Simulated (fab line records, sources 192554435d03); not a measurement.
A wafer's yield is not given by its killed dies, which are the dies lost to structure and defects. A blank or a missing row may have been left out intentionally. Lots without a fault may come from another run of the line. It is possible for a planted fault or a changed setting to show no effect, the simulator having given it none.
Matching of chambers / flow n5Finfet / rieDiel-05 running N5_BEOL_M12_TRENCH_ETCH_34: 4 sister chambers
The step etches SiOC in C4F8/O2/Ar, target depth 318.95 nm, time 125.5 s. 7 wafers are shown with their chamber, then 11 later ones without.

== EACH WAFER AND ITS CHAMBER ==
wafer=L076.2; chamber=1; throttleValvePct (%)=24.20; oesProductAu (a.u.)=0.84
wafer=L086.2; chamber=0; throttleValvePct (%)=24.38; oesProductAu (a.u.)=0.80
wafer=L086.3; chamber=2; throttleValvePct (%)=24.63; oesProductAu (a.u.)=0.69
wafer=L088.1; chamber=3; throttleValvePct (%)=24.32; oesProductAu (a.u.)=0.87
wafer=L088.5; chamber=3; throttleValvePct (%)=24.34; oesProductAu (a.u.)=0.86
wafer=L088.6; chamber=2; throttleValvePct (%)=24.63; oesProductAu (a.u.)=0.68
wafer=L091.2; chamber=0; throttleValvePct (%)=24.39; oesProductAu (a.u.)=0.79

== WAFERS MISSING THEIR CHAMBER ==
wafer=L091.5; throttleValvePct (%)=24.37; oesProductAu (a.u.)=0.80
wafer=L091.6; throttleValvePct (%)=24.35; oesProductAu (a.u.)=0.85
wafer=L093.2; throttleValvePct (%)=24.24; oesProductAu (a.u.)=0.80
wafer=L093.3; throttleValvePct (%)=24.38; oesProductAu (a.u.)=0.79
wafer=L093.4; throttleValvePct (%)=24.35; oesProductAu (a.u.)=0.86
wafer=L092.1; throttleValvePct (%)=24.26; oesProductAu (a.u.)=0.79
wafer=L092.2; throttleValvePct (%)=24.34; oesProductAu (a.u.)=0.85
wafer=L092.4; throttleValvePct (%)=24.39; oesProductAu (a.u.)=0.79
wafer=L097.2; throttleValvePct (%)=24.25; oesProductAu (a.u.)=0.79
wafer=L097.4; throttleValvePct (%)=24.26; oesProductAu (a.u.)=0.79
wafer=L097.6; throttleValvePct (%)=24.40; oesProductAu (a.u.)=0.78

== WHICH CHAMBER EACH WENT THROUGH ==
wafer=L091.5; from the rows above=0; in truth=0
wafer=L091.6; from the rows above=3; in truth=3
wafer=L093.2; from the rows above=1; in truth=1
wafer=L093.3; from the rows above=0; in truth=0
wafer=L093.4; from the rows above=3; in truth=3
wafer=L092.1; from the rows above=1; in truth=1
wafer=L092.2; from the rows above=3; in truth=3
wafer=L092.4; from the rows above=0; in truth=0
wafer=L097.2; from the rows above=1; in truth=1
wafer=L097.4; from the rows above=1; in truth=1
wafer=L097.6; from the rows above=0; in truth=0
Correctly placed: 11 of 11. From these rows, 0 cannot be placed. Number placed wrongly: 0.
How it was worked out, from the rows above alone: a wafer's distance from a chamber is the root of the sum, over the readings, of the square of ((its reading less the chamber's mean) divided by the reading's scatter). If the next closest chamber is less than 2 further off than the closest, the wafer can't be placed; otherwise it belongs to the closest. A chamber's mean is the mean of its shown wafers. The scatter: the root of (the sum of the squares of (reading less its chamber's mean) over the shown wafers, divided by (wafers less chambers)).
